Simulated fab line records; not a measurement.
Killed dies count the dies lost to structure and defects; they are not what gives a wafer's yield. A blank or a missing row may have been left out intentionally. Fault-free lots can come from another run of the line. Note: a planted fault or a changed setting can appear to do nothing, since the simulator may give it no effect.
8D (eight disciplines) problem report, filled in by code -- flow n5Finfet -- the parts of the form that need people (team, actions taken, sign-off) are left out

1. THE ISSUE
At N5_BEOL_M8_ETCH_66, rfFwdPowerW averages 1036 W over 6 wafers from 2 lots, while fault-free wafers read 836 W, standard deviation 3. That puts it +67 standard deviations away from the usual mean.
The step: etches SOC in N2/H2, target depth 80 nm, overetch 16 nm, time 120 s.
First seen on wafer L197.1, day 12 19:14, on rieDiel-02. At this step, 30 wafers from 10 lots have a number in the record. Rule for "out", or "out of limits": more than 4 standard deviations from the usual mean. The rest of the wafers with a number are treated as sound.

2. WHAT IT IS, WHAT IT ISN'T
question,is,is not
which readings at this step,"rfFwdPowerW, rfVppV","drypumpMotorCurrentA, oesProductAu, showerheadPlenumPTorr, throttleValvePct"
which lots,"L197, L198","L200, L205, L206, L207, L208, L210, L211, L214"
which wafers of those lots,all that have a number,-
read on which tools,rieDiel-02,rieDiel-05
when,from day 12 19:14,"up to then (0 sound wafers); but 24 sound wafers of L200, L205, L206, L207, L208, L210, L211, L214 came after"

3. WHAT RULES OUT EACH SUSPECT
Counting: any tool at a process step up to the reading is kept as a suspect provided that every lot that is out went through it and no sound lot did after the first of them.
- rieDiel-04 at N5_BEOL_M8_ETCH_62 (etches SOC in N2/H2, target depth 110 nm, overetch 22 nm, time 165 s): ruled out as a lasting fault. Following L197 (day 12 17:58), the first lot on it that is out, the sound lots L205, L210, L200 were run on it.
- rieDiel-02 at N5_BEOL_M8_ETCH_66 (etches SOC in N2/H2, target depth 80 nm, overetch 16 nm, time 120 s): ruled out as a lasting fault. Following L197 (day 12 19:14), the first lot on it that is out, the sound lots L205, L207, L211, L200, L214 were run on it.
Left after counting: nothing in the record.

4. THE CAUSE (what the simulator had put in)
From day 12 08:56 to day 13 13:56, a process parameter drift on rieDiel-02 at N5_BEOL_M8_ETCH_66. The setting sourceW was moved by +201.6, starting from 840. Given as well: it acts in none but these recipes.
Counting ruled it out, wrongly.

5. SEQUENCE OF EFFECTS, ordered by route
Each row: a reading whose mean over the struck wafers that have a number lies more than 3 standard deviations from the usual. Only readings for which the record gives a usual standard deviation are gone through. hours: the time from each lot's start at the first step in this table that gives one to its start at this step, as a median over the lots. sigmas: the change in usual standard deviations.
hours,step,reading,usual,on struck wafers,change,sigmas
0,N5_BEOL_M8_ETCH_66,rfFwdPowerW,836 W,1036,+200,+67
0,N5_BEOL_M8_ETCH_66,rfVppV,524.9 V,488.2,-36.7,-13
The process steps in it:
- N5_BEOL_M8_ETCH_66: etches SOC in N2/H2, target depth 80 nm, overetch 16 nm, time 120 s.
At these later measuring or inspecting steps, every struck wafer for which the step has a row has a number for every such reading, and none has moved that far: N5_BEOL_M8_CD_MEAS_35.

6. HOW IT WOULD HAVE BEEN CAUGHT EARLIER
The fault began at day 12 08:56; the first out-of-limits reading in this record came at day 12 19:14, 10 hours later.
